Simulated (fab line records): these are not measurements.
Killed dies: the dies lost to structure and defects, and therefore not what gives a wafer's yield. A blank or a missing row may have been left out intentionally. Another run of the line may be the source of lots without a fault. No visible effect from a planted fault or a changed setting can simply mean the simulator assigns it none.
Split-lot experiment	flow n5-finfet	21 wafers read from 7 lots, route of 1938 steps

ABOUT THE SPLIT
At N5_BEOL_M5_ETCH_68 (etches SOC in N2/H2, target depth 80 nm, overetch 16 nm, time 120 s), the setting time-s was moved away from the recipe's 120 s on 4 of the 21 wafers read, by -15.5% to +20.8%. All remaining wafers had this setting at the recipe value.

The reading comes from the split's own step.

THE READING
SiARC_of_BEOL_M5_COAT_66.thk-nm (the simulator's own value, which no gauge read), in nm, at N5_BEOL_M5_ETCH_68 (etches SOC in N2/H2, target depth 80 nm, overetch 16 nm, time 120 s). No usual value for it is given in the file. Here, 17 wafers ran the recipe; their average is 6.3 nm with a standard deviation of 0.15 nm.

wafer	tool, chamber at the split	time-s as run, s	against the recipe	SiARC_of_BEOL_M5_COAT_66.thk-nm, nm	against lot-mates on the recipe
L075.1	rie-diel-04, 3,0	120	recipe	6.4	-
L075.4	rie-diel-04, 3,0	120	recipe	6.4	-
L075.2	rie-diel-04, 2	120	recipe	6.2	-
L081.1	rie-diel-04, 1	120	recipe	6.2	-
L081.3	rie-diel-04, 2	144.9	+20.8%	5	-1.2
L081.6	rie-diel-04, 3	144.9	+20.8%	5.4	-0.8
L083.2	rie-diel-04, 0,3	120	recipe	6.4	-
L083.6	rie-diel-04, 0,3	120	recipe	6.4	-
L083.5	rie-diel-04, 2	120	recipe	6	-
L084.1	rie-diel-04, 2,1	101.4	-15.5%	7.2	+0.8
L084.4	rie-diel-04, 2,1	101.4	-15.5%	7.2	+0.8
L084.2	rie-diel-04, 3	120	recipe	6.4	-
L085.4	rie-diel-05, 3	120	recipe	6.4	-
L085.5	rie-diel-05, 1	120	recipe	6.2	-
L085.6	rie-diel-05, 2	120	recipe	6.6	-
L089.3	rie-diel-05, 1,3	120	recipe	6.2	-
L089.5	rie-diel-05, 1,3	120	recipe	6.2	-
L089.4	rie-diel-05, 3	120	recipe	6.4	-
L091.1	rie-diel-05, 3	120	recipe	6.4	-
L091.5	rie-diel-05, 3	120	recipe	6.4	-
L091.3	rie-diel-05, 0	120	recipe	6.6	-
When a row names more than one chamber, that row covers several wafers, and the file does not tell which wafer ran in which chamber.

THE FIT
A straight line over all 21 wafers: SiARC_of_BEOL_M5_COAT_66.thk-nm changes by -0.0551 nm for each +1% of time-s; r = -0.95; the points scatter about the line by 0.16 nm.
The same after taking each lot's own level away (the mean of its wafers on the recipe; 21 wafers): -0.0495 nm for each +1%; r = -0.95; scatter 0.14 nm.
According to that fit, moving time-s by its largest amount changes the reading by 1 nm.
The lots' own levels span 6.20 to 6.47 nm, that is 1.8 times the standard deviation above.
So the lot-to-lot level changes the slope: the two fits differ.
Check: with one of the wafers moved furthest among these (+20.8%) left out of the fit, the line predicts -0.922 nm for it against its lot-mates. Against them it came out at -1.2 nm.

OTHER SPLITS ON THESE WAFERS
Note: prior to the reading, these wafers also went through further splits. Each is held against what the fit with the lots' levels taken away leaves over:
other split on the same wafers	wafers away from the commonest value	r with SiARC_of_BEOL_M5_COAT_66.thk-nm (lot level and that fit taken away)
N5_BEOL_M4_EXPOSE_08 dose-mj	8	-0.28
N5_BEOL_M4_DESCUM_16 time-s	10	+0.23
N5_BEOL_M4_TRENCH_ETCH_37 bias-w	5	-0.19

FILE'S OWN FIT
SiARC_of_BEOL_M5_COAT_66.thk-nm changes by -0.0494 nm for each +1% of time-s, r = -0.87.
